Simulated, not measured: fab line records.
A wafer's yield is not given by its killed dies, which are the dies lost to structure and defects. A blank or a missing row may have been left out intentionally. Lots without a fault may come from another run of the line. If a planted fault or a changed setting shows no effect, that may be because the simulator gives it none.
Which of the tools did it? | flow n5_finfet | 33 wafers from 11 lots sampled at 5 of the route's 1938 steps

== WHAT EACH GAUGE READ, for each wafer ==
N5_BEOL_M6_INSPECT_58: inspects for defects (darkfield).
lot  | measured     | on                | raw_defect_count
L947 | day 10 02:25 | defect_inspect-01 | 73 105 96
L949 | day 11 04:51 | defect_inspect-02 | 63 49 59
L951 | day 11 17:09 | defect_inspect-01 | 39 94 41
L950 | day 12 04:41 | defect_inspect-01 | 41 67 61
L956 | day 12 17:58 | defect_inspect-01 | 71 77 72
L960 | day 14 21:36 | defect_inspect-02 | 82 54 49
L963 | day 14 23:37 | defect_inspect-01 | 86 76 97
L965 | day 16 02:25 | defect_inspect-02 | 76 74 65
L964 | day 16 02:26 | defect_inspect-01 | 44 53 86
L966 | day 16 04:10 | defect_inspect-02 | 85 66 90
L967 | day 16 07:08 | defect_inspect-02 | 63 43 81

== WHAT TOOL EACH LOT RAN ON (gives the tool, then ch and the chambers of the sampled wafers, and finally the start) ==
lot  | N5_BEOL_M6_STRIP_36                | N5_BEOL_M6_SPUTTER_48        | N5_BEOL_M6_ECD_50              | N5_BEOL_M6_CMP_52
L947 | rie_diel-04 ch 0,1,3, day 9 20:47  | pvd_sputter-03, day 9 22:55  | ecd_cu-02 ch 0,1, day 9 23:06  | cmp-02 ch 1,2, day 10 01:59
L949 | rie_diel-04 ch 0,1,2, day 10 20:35 | pvd_sputter-01, day 10 22:23 | ecd_cu-02 ch 0,1, day 10 22:31 | cmp-02 ch 0,2,3, day 11 04:24
L951 | rie_diel-06 ch 1,2, day 11 13:15   | pvd_sputter-02, day 11 15:14 | ecd_cu-01 ch 0, day 11 15:20   | cmp-02 ch 1,2, day 11 16:41
L950 | rie_diel-05 ch 0,2,3, day 12 01:06 | pvd_sputter-02, day 12 03:02 | ecd_cu-01 ch 0,1, day 12 03:09 | cmp-01 ch 0,1,3, day 12 04:14
L956 | rie_diel-05 ch 0,2,3, day 12 13:35 | pvd_sputter-02, day 12 16:52 | ecd_cu-02 ch 0,1, day 12 17:00 | cmp-02 ch 0,1,3, day 12 17:31
L960 | rie_diel-04 ch 2,3, day 14 18:50   | pvd_sputter-03, day 14 20:36 | ecd_cu-02 ch 0,1, day 14 20:44 | cmp-01 ch 0,1,2, day 14 21:09
L963 | rie_diel-05 ch 1,3, day 14 20:29   | pvd_sputter-01, day 14 22:08 | ecd_cu-02 ch 0,1, day 14 22:31 | cmp-04 ch 1,2,3, day 14 23:10
L965 | rie_diel-04 ch 0,1,2, day 15 22:01 | pvd_sputter-03, day 15 23:46 | ecd_cu-01 ch 0, day 16 01:18   | cmp-02 ch 0,3, day 16 01:42
L964 | rie_diel-05 ch 1,2,3, day 15 22:17 | pvd_sputter-03, day 15 23:50 | ecd_cu-01 ch 0,1, day 16 01:28 | cmp-04 ch 0,2,3, day 16 02:00
L966 | rie_diel-05 ch 0,1,3, day 15 23:48 | pvd_sputter-02, day 16 03:10 | ecd_cu-01 ch 0,1, day 16 03:18 | cmp-02 ch 1,2,3, day 16 03:49
L967 | rie_diel-04 ch 0,1,2, day 16 02:58 | pvd_sputter-03, day 16 06:10 | ecd_cu-01 ch 0,1, day 16 06:17 | cmp-04 ch 0,1, day 16 06:43
- N5_BEOL_M6_STRIP_36: strips in N2/H2.
- N5_BEOL_M6_SPUTTER_48: material Cu, target thk 10 nm, time 1.667 s.
- N5_BEOL_M6_ECD_50: material Cu, target thk 300 nm.
- N5_BEOL_M6_CMP_52: polishes, stops on SiCOH lowk, t overpolish 6.9 s, target thk 80 nm.

== THE ANSWER, worked out from the rows above alone ==
Rule: the usual values come from the lots themselves. Put in order of their means at a reading, lots are off if they are a third of the lots or fewer, leave a main group of 4 or more, and stand apart from it by a gap of 3 or more times the standard deviation of the main group's means; of several such gaps the widest counts. The tables above print the reading to a certain number of digits; a main group whose means all agree to those digits is not used. Also off: a lot with no number at a reading for which 4 or more lots have one. The other lots that the step has rows for count as sound.
Across all readings shown, no lot is off: no conclusion can be drawn from this.

== WHAT THE SIMULATOR HAD INSERTED ==
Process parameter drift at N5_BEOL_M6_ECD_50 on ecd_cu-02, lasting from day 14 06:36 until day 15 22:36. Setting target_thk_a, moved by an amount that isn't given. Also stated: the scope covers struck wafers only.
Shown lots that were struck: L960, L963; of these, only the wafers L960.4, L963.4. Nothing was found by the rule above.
